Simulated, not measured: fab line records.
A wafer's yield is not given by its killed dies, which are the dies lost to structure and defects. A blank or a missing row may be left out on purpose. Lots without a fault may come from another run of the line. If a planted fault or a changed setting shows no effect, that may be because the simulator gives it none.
fab line records	flow n5_finfet	part 2 of 2: steps 18 to 27 of 27
record lots=5	wafers=15	last_day=19
route steps=1938 shown BEOL_M8@1368
lots untouched by any fault: they come from a run of this same line in which no faults occurred
start_h: the number of hours between the record's first day and the start of the first shown wafer of the lot	wait_h: hours since the lot's step before	" repeats the value in the row above	L1.1+2: one row covering several wafers at once	- no value present, or no start provided	* or withheld: withheld	< > ~ a bound
route shown NAME@n: a module of which the file shows steps, and the number in the route of the first	usual: mean and standard deviation over wafers with no fault	same: alike in all rows	chamber/n: place in a boat	sites: the reading at each site	_std_site: the values' standard deviation	_edge_site: mean of outer sites minus mean of inner sites	radius_mm: how far each site lies from the wafer's centre	mask NAME#n: copy n	behind: the tool/chamber that last shaped the wafer	hold: the reason the lot was held/the length of the hold in hours/how it ended	device: whichever transistor did not switch (one of n, p or np)	end of line: tests run on the same wafers once the route is complete	step lacking rows: just its recipe	killed: count of dies lost to structure and defects at first sort (not the wafer's yield)	map: a wafer's dies, marking killed ones x, the rest . and places with no die _
set.NAME: the run value of the setting; set.NAME@STEP: its run value at that earlier step	model.NAME: the simulator's own value behind a step, which no gauge read
lots at some steps of the route; a table a step, a row a wafer
services: the hour from which a tool's chamber was out of use, counted from the record's first day as start_h (under 0 if before that day), plus the number of hours and why
## steps
# step N5_BEOL_M8_CD_MEAS_35
# recipe target_cd_nm=40	polarity=opening
# usual cd_nm=40.0/0.66
lot.wafer	tool	chamber	start_h	wait_h	cd_nm
L079.2	cd_sem-03	-	260.27	0.0	40.4
L079.3	"	-	"	"	40.3
L079.6	"	-	"	"	40.2
L082.1	cd_sem-03	-	279.53	0.0	39.5
L082.2	"	-	"	"	39.9
L082.4	"	-	"	"	40.1
L084.2	cd_sem-03	-	299.70	0.0	38.7
L084.3	"	-	"	"	39.4
L084.6	"	-	"	"	39.6
L087.1	cd_sem-03	-	310.59	0.0	39.4
L087.2	"	-	"	"	40.0
L087.3	"	-	"	"	39.3
L097.1	cd_sem-03	-	373.45	0.0	39.8
L097.2	"	-	"	"	40.6
L097.6	"	-	"	"	40.5
# step N5_BEOL_M8_CURE_75
# recipe temp_c=370	time_s=120	ambient=DMADMS/He	material=SiCOH_lowk
# usual lamp_power_pct=52.31/0.053	wafer_temp_C_max=371.8/0.61
lot.wafer	tool	chamber	start_h	wait_h	lamp_power_pct	wafer_temp_C_max
L079.2	uv_cure-01	1	260.36	0.1	52.29	372.5
L079.3	"	1	"	"	52.29	371.8
L079.6	"	1	"	"	52.25	372.5
L082.1	uv_cure-03	0	279.57	0.0	52.30	372.0
L082.2	"	0	"	"	52.32	371.4
L082.4	"	0	"	"	52.28	371.2
L084.2	uv_cure-03	2	299.86	0.2	52.42	371.1
L084.3	"	2	"	"	52.32	372.2
L084.6	"	2	"	"	52.33	371.7
L087.1	uv_cure-02	2	310.64	0.0	52.34	372.0
L087.2	"	2	"	"	52.42	371.8
L087.3	"	2	"	"	52.29	371.6
L097.1	uv_cure-01	0	373.49	0.0	52.26	371.8
L097.2	"	0	"	"	52.34	372.1
L097.6	"	0	"	"	52.34	372.1
# step N5_BEOL_M8_DEGAS_44
# recipe ambient=vacuum	temp_c=250	time_s=60
# usual heater_power_w=346/36
lot.wafer	tool	chamber	start_h	wait_h	heater_power_w
L079.2	pvd_sputter-02	-	260.79	0.4	347
L079.3	"	-	"	"	300
L079.6	"	-	"	"	363
L082.1	pvd_sputter-02	-	279.94	0.3	404
L082.2	"	-	"	"	305
L082.4	"	-	"	"	347
L084.2	pvd_sputter-02	-	300.27	0.4	408
L084.3	"	-	"	"	306
L084.6	"	-	"	"	306
L087.1	pvd_sputter-02	-	311.12	0.4	345
L087.2	"	-	"	"	307
L087.3	"	-	"	"	401
L097.1	pvd_sputter-02	-	373.82	0.3	364
L097.2	"	-	"	"	348
L097.6	"	-	"	"	358
# step N5_BEOL_M8_PRE_CLEAN_45
# recipe gas=H2/He	time_s=30	temp_c=250
# usual heater_power_w=347/35
lot.wafer	tool	chamber	start_h	wait_h	heater_power_w
L079.2	pvd_sputter-02	-	260.83	0.0	346
L079.3	"	-	"	"	308
L079.6	"	-	"	"	360
L082.1	pvd_sputter-02	-	279.98	0.0	395
L082.2	"	-	"	"	315
L082.4	"	-	"	"	342
L084.2	pvd_sputter-02	-	300.31	0.0	400
L084.3	"	-	"	"	318
L084.6	"	-	"	"	312
L087.1	pvd_sputter-02	-	311.16	0.0	356
L087.2	"	-	"	"	318
L087.3	"	-	"	"	398
L097.1	pvd_sputter-02	-	373.86	0.0	362
L097.2	"	-	"	"	353
L097.6	"	-	"	"	361
# step N5_BEOL_M8_ALD_77
# recipe material=TaN	target_thk_a=20	temp_c=275	ald_precursor_family=PDMAT	ald_co_reactant=NH3	pressure_torr=3	carrier_flow_sccm=1500	pulse_time_s=2	purge_time_s=3	co_reactant_purge_time_s=2	co_reactant_pulse_time_s=3	ald_cycles=40	precursor_vessel_temp_c=75	precursor_vessel_pressure_torr=26.25	precursor_vessel_carrier_sccm=1000
# usual chamber_pressure_Torr=3.000/0.0065	heater_power_w=413/45
lot.wafer	tool	chamber	start_h	wait_h	chamber_pressure_Torr	heater_power_w
L079.2	ald_metal-01	0	261.01	0.2	3.002	488
L079.3	"	1	"	"	3.001	330
L079.6	"	3	"	"	3.006	413
L082.1	ald_metal-04	2	280.04	0.0	3.009	393
L082.2	"	3	"	"	3.005	421
L082.4	"	0	"	"	3.000	413
L084.2	ald_metal-01	1	300.56	0.2	2.999	331
L084.3	"	2	"	"	2.995	421
L084.6	"	0	"	"	2.999	487
L087.1	ald_metal-01	1	311.23	0.1	2.991	330
L087.2	"	3	"	"	2.997	416
L087.3	"	0	"	"	2.989	482
L097.1	ald_metal-04	1	373.92	0.0	3.001	426
L097.2	"	3	"	"	3.004	438
L097.6	"	3	"	"	3.005	438
# step N5_BEOL_M8_SURFACE_TREAT_79
# recipe gas=Ar	time_s=*	ion_energy_ev=*	ion_current_ma_cm2=0.5	pressure_mtorr=*	ar_flow_sccm=30
# usual throttle_valve_pct=*
lot.wafer	tool	chamber	start_h	wait_h	throttle_valve_pct
L079.2	pvd_sputter-02	-	261.39	0.2	*
L079.3	"	-	"	"	*
L079.6	"	-	"	"	*
L082.1	pvd_sputter-01	-	280.44	0.3	*
L082.2	"	-	"	"	*
L082.4	"	-	"	"	*
L084.2	pvd_sputter-03	-	300.90	0.2	*
L084.3	"	-	"	"	*
L084.6	"	-	"	"	*
L087.1	pvd_sputter-03	-	311.76	0.4	*
L087.2	"	-	"	"	*
L087.3	"	-	"	"	*
L097.1	pvd_sputter-01	-	374.20	0.2	*
L097.2	"	-	"	"	*
L097.6	"	-	"	"	*
# step N5_BEOL_M8_CVD_78
# recipe material=Co	target_thk_a=20	temp_c=withheld	precursor=CCTBA/H2	pressure_torr=30	time_s=142.3
# usual chamber_pressure_Torr=30.01/0.054
lot.wafer	tool	chamber	start_h	wait_h	chamber_pressure_Torr
L079.2	cvd_co-02	0	261.45	0.0	30.05
L079.3	"	2	"	"	29.98
L079.6	"	0	"	"	30.02
L082.1	cvd_co-02	1	280.50	0.0	30.01
L082.2	"	0	"	"	29.98
L082.4	"	0	"	"	30.02
L084.2	cvd_co-01	1	301.06	0.1	30.02
L084.3	"	2	"	"	29.99
L084.6	"	2	"	"	29.86
L087.1	cvd_co-01	0	312.25	0.5	30.01
L087.2	"	2	"	"	30.07
L087.3	"	1	"	"	29.97
L097.1	cvd_co-02	1	374.29	0.1	30.02
L097.2	"	0	"	"	30.06
L097.6	"	0	"	"	30.05
# step N5_BEOL_M8_SPUTTER_48
# recipe material=Cu	target_thk_a=100	temp_c=-20	bias_v=60	power_w=26000	chamber_pressure_pa=0.13	time_s=1.667
# usual chuck_gas_flow_sccm=1.27/0.054	chuck_sensor_temp_C=-15.8/0.47	throttle_valve_pct=30.3/0.93
lot.wafer	tool	chamber	start_h	wait_h	chuck_gas_flow_sccm	chuck_sensor_temp_C	throttle_valve_pct
L079.2	pvd_sputter-03	-	261.63	0.1	1.19	-16.2	31.3
L079.3	"	-	"	"	1.25	-16.0	29.9
L079.6	"	-	"	"	1.35	-16.0	29.7
L082.1	pvd_sputter-01	-	280.61	0.1	1.28	-15.1	30.1
L082.2	"	-	"	"	1.16	-15.7	28.0
L082.4	"	-	"	"	1.23	-16.5	30.7
L084.2	pvd_sputter-02	-	301.58	0.5	1.27	-15.2	31.9
L084.3	"	-	"	"	1.20	-15.4	29.9
L084.6	"	-	"	"	1.30	-15.5	31.6
L087.1	pvd_sputter-02	-	312.58	0.3	1.27	-15.4	30.0
L087.2	"	-	"	"	1.31	-16.6	29.7
L087.3	"	-	"	"	1.19	-16.1	30.5
L097.1	pvd_sputter-01	-	374.41	0.1	1.36	-16.6	30.6
L097.2	"	-	"	"	1.21	-15.1	30.0
L097.6	"	-	"	"	1.29	-15.6	28.2
# step N5_BEOL_M8_ECD_50
# recipe material=Cu	target_thk_a=3000
lot.wafer	tool	chamber	start_h	wait_h
L079.2+3+6	ecd_cu-02	0,1,1	261.75	0.1
L082.1+2+4	ecd_cu-02	0,1,0	280.73	0.1
L084.2+3+6	ecd_cu-01	0	301.69	0.1
L087.1+2+3	ecd_cu-01	0,1,0	312.70	0.1
L097.1+2+6	ecd_cu-01	1,0,0	374.52	0.1
# step N5_BEOL_M8_ANNEAL_51
# recipe temp_c=225	time_s=90	ambient=N2
# usual wafer_temp_C_max=225.92/0.24
lot.wafer	tool	chamber	start_h	wait_h	wafer_temp_C_max
L079.2	rtp_anneal-02	0	261.88	0.1	226.25
L079.3	"	0	"	"	226.06
L079.6	"	0	"	"	226.14
L082.1	rtp_anneal-02	0	281.56	0.8	226.43
L082.2	"	0	"	"	226.19
L082.4	"	0	"	"	226.31
L084.2	rtp_anneal-01	0	305.56	3.8	225.87
L084.3	"	0	"	"	226.35
L084.6	"	0	"	"	225.76
L087.1	rtp_anneal-02	0	316.61	3.9	225.93
L087.2	"	0	"	"	225.54
L087.3	"	0	"	"	225.92
L097.1	rtp_anneal-01	0	374.62	0.1	225.50
L097.2	"	0	"	"	225.57
L097.6	"	0	"	"	225.99
## services
tool	chamber	start_h	hours	kind
rie_diel-02	1	236.01	1.8	repair
uv_cure-03	-	240.04	22.2	pm
rie_diel-04	-	241.54	0.5	repair
cvd_co-01	2	254.90	3.5	repair
cvd_co-02	-	255.23	0.4	repair
rie_diel-02	-	268.92	2.8	pm
pvd_sputter-01	-	272.01	0.5	repair
wet_bench-05	-	275.61	3.8	repair
uv_cure-03	-	278.17	1.0	pm
ecd_cu-02	-	281.33	5.5	pm
wet_bench-05	-	291.62	2.6	repair
rie_diel-05	2	293.30	10.5	repair
uv_cure-01	-	293.71	1.0	pm
rtp_anneal-02	-	294.48	22.1	pm
rie_diel-05	-	300.33	0.8	repair
rie_diel-02	0	304.01	13.7	repair
cvd_co-02	-	305.78	6.9	pm
ald_metal-01	0	317.79	4.0	repair
rie_diel-04	-	328.22	20.3	repair
rie_diel-02	2	329.23	17.8	repair
rie_diel-05	-	333.67	14.6	pm
ald_metal-01	2	353.41	9.2	repair
rie_diel-05	0	359.71	4.8	repair
rie_diel-04	3	360.47	4.1	repair
